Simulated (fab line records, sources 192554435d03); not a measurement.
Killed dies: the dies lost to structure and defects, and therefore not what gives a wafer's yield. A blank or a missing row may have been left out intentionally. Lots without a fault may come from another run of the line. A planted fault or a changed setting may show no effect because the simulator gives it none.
Matching of chambers + flow n5_finfet + N5_BEOL_M10_CURE_72 on uv_cure-03: 3 sister chambers
The step cures SiCOH lowk, time 120 s. 33 wafers are shown with their chamber, then 12 later ones without.

## EACH WAFER AND ITS CHAMBER
| wafer  | chamber | wafer_temp_C_max | lamp_power_pct (%) |
|--------|---------|------------------|--------------------|
| L074.2 | 0       | 372.7            | 52.23              |
| L074.3 | 0       | 372.8            | 52.34              |
| L074.5 | 0       | 372.1            | 52.29              |
| L077.4 | 1       | 371.6            | 52.36              |
| L077.5 | 1       | 371.6            | 52.31              |
| L077.6 | 1       | 371.4            | 52.27              |
| L078.1 | 1       | 371.5            | 52.39              |
| L078.2 | 1       | 371.7            | 52.23              |
| L078.6 | 1       | 371.1            | 52.37              |
| L081.1 | 1       | 371.3            | 52.42              |
| L081.3 | 1       | 371.5            | 52.27              |
| L081.4 | 1       | 371.5            | 52.41              |
| L081.2 | 1       | 371.5            | 52.35              |
| L081.5 | 1       | 372.1            | 52.34              |
| L081.6 | 1       | 371.6            | 52.31              |
| L082.2 | 0       | 372.6            | 52.24              |
| L082.4 | 0       | 372.5            | 52.30              |
| L082.5 | 0       | 372.1            | 52.29              |
| L087.1 | 0       | 372.9            | 52.35              |
| L087.3 | 0       | 372.7            | 52.32              |
| L087.4 | 0       | 372.6            | 52.33              |
| L087.2 | 0       | 372.7            | 52.36              |
| L087.5 | 0       | 372.7            | 52.23              |
| L087.6 | 0       | 373.1            | 52.29              |
| L088.1 | 2       | 372.2            | 52.38              |
| L088.2 | 2       | 371.9            | 52.36              |
| L088.4 | 2       | 372.8            | 52.26              |
| L089.1 | 0       | 372.4            | 52.21              |
| L089.2 | 0       | 372.8            | 52.39              |
| L089.6 | 0       | 372.8            | 52.29              |
| L090.2 | 0       | 372.1            | 52.22              |
| L090.4 | 0       | 372.9            | 52.27              |
| L090.6 | 0       | 372.7            | 52.43              |

SIGNATURES (averages over the wafers above)
| reading          | chamber 0 | chamber 1 | chamber 2 | scatter within a chamber |
|------------------|-----------|-----------|-----------|--------------------------|
| wafer_temp_C_max | 372.622   | 371.533   | 372.300   | 0.285                    |
| lamp_power_pct   | 52.2989   | 52.3358   | 52.3333   | 0.0606                   |
Rule: for a wafer and a chamber, the distance is found by dividing, reading by reading, the gap between the wafer's reading and the chamber's mean by the reading's scatter, squaring, summing and taking the root. If the next closest chamber is less than 2 further off than the closest, the wafer can't be placed; otherwise it belongs to the closest. How the scatter is found: for the shown wafers, subtract from each reading the mean of its chamber, square and add these, divide the total by (wafers less chambers), then take the root.

## WAFERS MISSING THEIR CHAMBER
| wafer  | wafer_temp_C_max | lamp_power_pct (%) |
|--------|------------------|--------------------|
| L092.3 | 373.6            | 52.47              |
| L092.4 | 372.8            | 52.39              |
| L092.5 | 373.5            | 52.34              |
| L095.1 | 371.9            | 52.31              |
| L095.4 | 371.7            | 52.34              |
| L095.5 | 371.6            | 52.39              |
| L097.1 | 372.8            | 52.25              |
| L097.4 | 372.7            | 52.39              |
| L097.6 | 373.1            | 52.41              |
| L097.2 | 372.0            | 52.33              |
| L097.3 | 372.2            | 52.31              |
| L097.5 | 373.0            | 52.35              |

## EACH ONE'S CHAMBER
| wafer  | from the rows above          | in truth |
|--------|------------------------------|----------|
| L092.3 | can't be placed: 0 or 2      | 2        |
| L092.4 | can't be placed: 0 or 2      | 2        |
| L092.5 | can't be placed: 0 or 2      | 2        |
| L095.1 | can't be placed: 1 or 2 or 0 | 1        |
| L095.4 | can't be placed: 1 or 2      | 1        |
| L095.5 | can't be placed: 1 or 2      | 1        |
| L097.1 | can't be placed: 0 or 2      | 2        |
| L097.4 | can't be placed: 0 or 2      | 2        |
| L097.6 | can't be placed: 0 or 2      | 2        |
| L097.2 | can't be placed: 2 or 1 or 0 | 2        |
| L097.3 | can't be placed: 2 or 0 or 1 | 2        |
| L097.5 | can't be placed: 0 or 2      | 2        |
Placed correctly: 0 of 12. Not placeable from these rows: 12 (in 12, the candidates include the true chamber). Wrongly placed: 0.
